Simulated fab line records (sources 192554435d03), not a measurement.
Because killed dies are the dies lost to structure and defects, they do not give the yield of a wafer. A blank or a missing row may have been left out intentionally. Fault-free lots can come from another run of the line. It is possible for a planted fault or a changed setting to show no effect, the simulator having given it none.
Struck lot and sound lot, side by side :: flow n5-finfet :: 16 out of 1938 route steps
Sound: wafers L112.3, L112.4, L112.5. Struck: wafer L128.1. (L128.3, L128.4 of the same lot were not struck and are left out.) The cause comes at the end.
Order at every step that has rows: each side's tool, ch and its chambers, its first start. Under that, the readings that differ: sound wafers :: struck wafers :: difference of the means :: sigmas: that difference in standard deviations of wafers without a fault.
alike: readings with means less than 2 such deviations apart, plus words and numbers identical on both sides. not compared: withheld readings, readings lacking a value on some wafer, bounds such as >300 that could conceal the same value, and numbers that have no deviation in the record and whose values overlap.
A row with sigmas, a row that says differs or no value, or rows on one side alone: a step with any of these is where the two part. When numbers do not overlap yet have no deviation, they are printed without sigmas and do not part them. A reading that every wafer of one side lacks parts them only if that side has two wafers or more.

first, 2 steps without rows for these wafers: N5_HKMG_FIN_STRIP_89 (strips SOC in N2/H2, time 20 s); N5_HKMG_FIN_WET_ETCH_87 (etches TiN in SC1, time 154.2 s, target depth 4.7 nm, rinse time 30 s).
N5_HKMG_FIN_STRIP_88: strips in N2/H2, time 360 s.
  sound on plasma-asher-01 ch 0,1, day 4 19:59; struck on plasma-asher-01 ch 1, day 8 10:14
reading: rf-hours-counter-h (h)
sound: - - -
struck: 106
difference: no value on the sound wafers
sigmas: 
  alike: drypump-motor-current-A, heater-power-w
N5_HKMG_FIN_NWFM_ALD_20: deposits TiAlC, target thk 2 nm, pulse time 3 s, purge time 2 s.
  sound on ald-metal-01 ch 0,1,3, day 4 20:15; struck on ald-metal-01 ch 1, day 8 10:37
  alike: heater-power-outer-w, heater-power-w, precursor-pulse-height-rel
  not compared: ald-cycles
N5_HKMG_FIN_ALD_71: deposits TiN, target thk 1 nm, pulse time 1 s, purge time 3 s.
  sound on ald-metal-01 ch 0,1,3, day 4 20:21; struck on ald-metal-01 ch 1, day 8 10:43
  alike: heater-power-outer-w, heater-power-w, precursor-pulse-height-rel
  not compared: ald-cycles
then, 2 steps without rows for these wafers: N5_HKMG_FIN_COAT_66 (time 60 s, resist thk 300 nm); N5_HKMG_FIN_ETCH_67 (etches SOC in N2/H2, stops on TiN, target depth 388.9 nm).
N5_HKMG_FIN_STRIP_90: strips SOC in N2/H2, time 20 s.
  sound on rie-diel-01 ch 0,2,3, day 4 20:44; struck on rie-diel-05 ch 2, day 8 11:09
  alike: drypump-motor-current-A, oes-product-au, power-w, rf-vpp-V, showerhead-plenum-p-Torr, throttle-valve-pct
  not compared: rf-hours-counter-h
then, 2 steps without rows for these wafers: N5_HKMG_FIN_WET_ETCH_73 (etches the open film in SC1, time 42.3 s, target depth 1.3 nm, rinse time 30 s); N5_HKMG_FIN_ETCHBACK_68 (etches the open film in Cl2/Ar, stops on HfO2, target depth 0.5 nm).
N5_HKMG_FIN_STRIP_69: strips in N2/H2, time 360 s.
  sound on plasma-asher-01 ch 0,1, day 4 21:10; struck on plasma-asher-01 ch 1, day 8 11:29
reading: rf-hours-counter-h (h)
sound: - - -
struck: 106
difference: no value on the sound wafers
sigmas: 
  alike: drypump-motor-current-A, heater-power-w
then, 1 step without rows for these wafers: N5_HKMG_FIN_ALD_21 (deposits TiN, target thk 1.5 nm, pulse time 1 s, purge time 3 s).
N5_HKMG_FIN_ALD_72: deposits W, target thk 2 nm, pulse time 1 s, purge time 2 s.
  sound on cvd-w-01 ch 0,1, day 4 21:49; struck on cvd-w-01 ch 1, day 8 12:14
reading: ald-cycles
sound: 7 7 7
struck: 5
difference: -2
sigmas: 

reading: model.W_of_HKMG_FIN_ALD_72.thk-nm (nm)
sound: 2 2 2
struck: 1.6
difference: -0.4
sigmas: 
  alike: heater-power-outer-w, heater-power-w, precursor-pulse-height-rel
then, 1 step without rows for these wafers: N5_HKMG_FIN_W_FILL_22 (material W, target thk 60 nm, time 18.2 s).
-- the record jumps here: 6 days lie between the struck wafers' starts before and after (it left off in module HKMG_FIN and takes up again in module BEOL_M4, whose first step shown is number 1111 of the route) --
N5_BEOL_M4_RC_MEAS_101:
  sound on prober-01 ch 0, day 9 05:45; struck on prober-01 ch 0, day 14 18:11
reading: DIBL_N (mV/V)
sound: 38.6 37.7 38.5
struck: 33.6
difference: -4.7
sigmas: -3
  alike: DIBL_P, IOFF_N, IOFF_P, ION_N, ION_P, SS_N, SS_P, VT_N, VT_P
-- record jumps: 5 days separate the struck wafers' starts on either side; left off in module BEOL_M4, taken up again in module PASSIVATION, whose first shown step is the route's number 1936 --
N5_PASSIVATION_PROBE_49:
  sound: prober-01 at day 13 06:25; struck: prober-01 at day 19 11:41
reading: killed_at_M4_up
sound: 29 16 10
struck: 6
difference: -12
sigmas: -2
  alike: defect-limited-yield, killed_at_M0_to_M3, killed-at-contacts, killed-at-front-end, killed-at-other, killed-dies, killed-open, killed-short, sort_bin_5_function, sort_bin_6_memory, sort-n-pass, sort-yield-pct

## WHERE THEY PART
Last at N5_PASSIVATION_PROBE_49 as far as this record goes, first at N5_HKMG_FIN_STRIP_88.

WHY: what the simulator had put in
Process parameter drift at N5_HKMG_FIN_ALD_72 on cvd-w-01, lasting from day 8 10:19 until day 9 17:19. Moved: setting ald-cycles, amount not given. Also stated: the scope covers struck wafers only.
